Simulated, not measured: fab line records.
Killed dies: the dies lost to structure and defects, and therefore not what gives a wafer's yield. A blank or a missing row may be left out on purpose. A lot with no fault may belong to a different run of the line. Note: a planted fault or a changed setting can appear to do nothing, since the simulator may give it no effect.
A lot that was struck, set against a sound lot || flow n5Finfet || 15 out of 1938 route steps
Sound: the wafers L703.2, L703.3, L703.5. Struck: wafers L716.1, L716.5. (L716.2 of the same lot was not struck and is left out.) The cause comes at the end.
Order at every step that has rows: each side's tool, ch and its chambers, its first start. Under that, the readings that differ: sound wafers || struck wafers || difference of the means || sigmas: that difference in standard deviations of wafers without a fault.
alike: readings with means less than 2 such deviations apart, plus words and numbers identical on both sides. not compared: withheld readings, readings lacking a value on some wafer, bounds such as >300 that could conceal the same value, and numbers that have no deviation in the record and whose values overlap.
The two part at a step that has a row with sigmas, a row that says differs or no value, or rows on one side only. Numbers that don't overlap but have no deviation are shown without sigmas and don't part them. Lack of a reading on every wafer of one side parts them only where that side has two or more wafers.

N5_BEOL_M4_SPUTTER_90: material Cu, target thk 4.5 nm, time 8.29 s.
  sound: pvdSputter-02 at day 8 15:59; struck: pvdSputter-01 at day 12 04:07
  alike: throttleValvePct
N5_BEOL_M4_ANNEAL_91: time 240 s.
  sound: pvdSputter-02 at day 8 16:04; struck: pvdSputter-01 at day 12 04:12
  alike: heaterPowerW
then, 1 step without rows for these wafers: N5_BEOL_M4_SPUTTER_92 (material Cu, target thk 4.5 nm, time 8.29 s).
N5_BEOL_M4_ANNEAL_93: time 240 s.
  sound: pvdSputter-02 at day 8 16:17; struck: pvdSputter-01 at day 12 04:25
  alike: heaterPowerW
N5_BEOL_M4_SPUTTER_94: material Cu, target thk 4.5 nm, time 8.29 s.
  sound: pvdSputter-02 at day 8 16:25; struck: pvdSputter-01 at day 12 04:34
  alike: throttleValvePct
then, 1 step without rows for these wafers: N5_BEOL_M4_ANNEAL_95 (time 240 s).
N5_BEOL_M4_SPUTTER_96: material Cu, target thk 4.5 nm, time 8.29 s.
  sound: pvdSputter-02 at day 8 16:38; struck: pvdSputter-01 at day 12 04:47
  alike: throttleValvePct
then, 3 steps without rows for these wafers: N5_BEOL_M4_ECD_50 (material Cu, target thk 300 nm); N5_BEOL_M4_ANNEAL_51 (time 90 s); N5_BEOL_M4_CMP_52 (polishes, stops on SiOC, t overpolish 6.8 s, target thk 40 nm).
N5_BEOL_M4_THK_MEAS_53: measures by xrf.
  sound: filmMetro-02 at day 8 17:26; struck: filmMetro-01 at day 12 05:34
  alike: M4_THK
then, 1 step without rows for these wafers: N5_BEOL_M4_PRE_CLEAN_60 (time 15 s).
N5_BEOL_M4_CO_CAP_55: material Co, precursor CCTBA/H2, target thk 2 nm, time 102.1 s.
  sound on cvdCo-02 ch 1,2, day 8 17:31; struck on cvdCo-01 ch 2, day 12 05:39
{"reading": "heaterPowerW (W)", "sound": "315 254 318", "struck": "210 210", "difference": -86, "sigmas": -3}
{"reading": "runLengthS (s)", "sound": "124.9 124.3 125.0", "struck": "166.2 166.4", "difference": "+41.6", "sigmas": "+99 or more"}
{"reading": "model.Co_of_BEOL_M4_CO_CAP_55.thkNm (nm)", "sound": "2 2 2", "struck": "2.6 2.8", "difference": "+0.7", "sigmas": ""}
  alike: chamberPressureTorr
then, 1 step without rows for these wafers: N5_BEOL_M4_PRE_CLEAN_56 (time 15 s).
N5_BEOL_M4_RC_MEAS_101:
  sound on prober-02 ch 0, day 8 17:55; struck on prober-01 ch 0, day 12 05:53
  alike: DIBL_N, DIBL_P, IOFF_N, IOFF_P, ION_N, ION_P, SS_N, SS_P, VT_N, VT_P

WHERE THEY PART
At N5_BEOL_M4_CO_CAP_55 and nowhere else, as far as this record goes. Later steps at which nothing parts them and some readings are alike: N5_BEOL_M4_RC_MEAS_101.

WHY: what the simulator had put in
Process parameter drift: cvdCo-01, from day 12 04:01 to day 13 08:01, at N5_BEOL_M4_CO_CAP_55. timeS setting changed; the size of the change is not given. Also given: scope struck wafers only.
